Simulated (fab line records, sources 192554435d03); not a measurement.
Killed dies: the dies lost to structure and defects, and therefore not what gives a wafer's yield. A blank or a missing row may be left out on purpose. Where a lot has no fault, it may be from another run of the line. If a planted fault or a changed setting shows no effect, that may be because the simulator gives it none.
Chamber matching	flow n5-finfet	4 sister chambers for N5_BEOL_M4_ETCH_69 on rie-diel-06
The step etches SiARC in CF4, target depth 15.6 nm, time 26 s. 20 wafers are shown with their chamber, then 10 later ones without.

WAFERS PAIRED WITH THEIR CHAMBERS
wafer	chamber	drypump-motor-current-A (A)	showerhead-plenum-p-Torr (Torr)	throttle-valve-pct (%)
L079.1	3	4.9	2.11	15.69
L079.4	2	5.6	2.15	15.46
L079.5	2	5.5	2.15	15.46
L080.1	0	5.7	2.11	15.48
L080.5	3	4.9	2.11	15.68
L080.6	0	5.7	2.11	15.48
L085.2	3	4.9	2.10	15.69
L085.3	1	5.8	2.05	15.85
L085.5	2	5.5	2.15	15.48
L087.3	2	5.6	2.15	15.50
L087.4	0	5.7	2.10	15.52
L087.6	1	5.8	2.05	15.84
L088.4	3	4.9	2.10	15.69
L088.5	1	5.8	2.05	15.87
L088.6	2	5.5	2.14	15.50
L093.1	0	5.7	2.10	15.52
L093.4	1	5.8	2.05	15.87
L093.5	0	5.7	2.10	15.54
L096.2	1	5.8	2.05	15.88
L096.4	3	4.9	2.09	15.76

SIGNATURES (means of the wafers above)
reading	chamber 0	chamber 1	chamber 2	chamber 3	scatter within a chamber
drypump-motor-current-A	5.700	5.800	5.540	4.900	0.0274
showerhead-plenum-p-Torr	2.1040	2.0500	2.1480	2.1020	0.00548
throttle-valve-pct	15.5080	15.8620	15.4800	15.7020	0.0248
Rule: a wafer lies at a distance from a chamber equal to the root of the sum of squares, over the readings, of (its reading less the chamber's mean, divided by the reading's scatter). The wafer belongs to the nearest chamber; if the next one is less than 2 further off, it can't be placed. The scatter: take each reading less its chamber's mean, square it, sum over the shown wafers, divide by the number of wafers less the number of chambers, and take the root.

WAFERS MISSING THEIR CHAMBER
wafer	drypump-motor-current-A (A)	showerhead-plenum-p-Torr (Torr)	throttle-valve-pct (%)
L096.6	5.7	2.09	15.56
L094.1	5.7	2.09	15.53
L094.2	5.5	2.14	15.54
L094.4	4.9	2.09	15.74
L090.2	4.9	2.09	15.74
L090.4	5.7	2.09	15.56
L090.6	5.5	2.14	15.54
L095.3	5.5	2.14	15.55
L095.4	5.8	2.04	15.89
L095.6	5.8	2.04	15.90

EACH ONE'S CHAMBER
wafer	from the rows above	in truth
L096.6	0	0
L094.1	0	0
L094.2	2	2
L094.4	3	3
L090.2	3	3
L090.4	0	0
L090.6	2	2
L095.3	2	2
L095.4	1	1
L095.6	1	1
10 of 10 placed correctly. Not placeable from these rows: 0. Placed wrongly: 0.
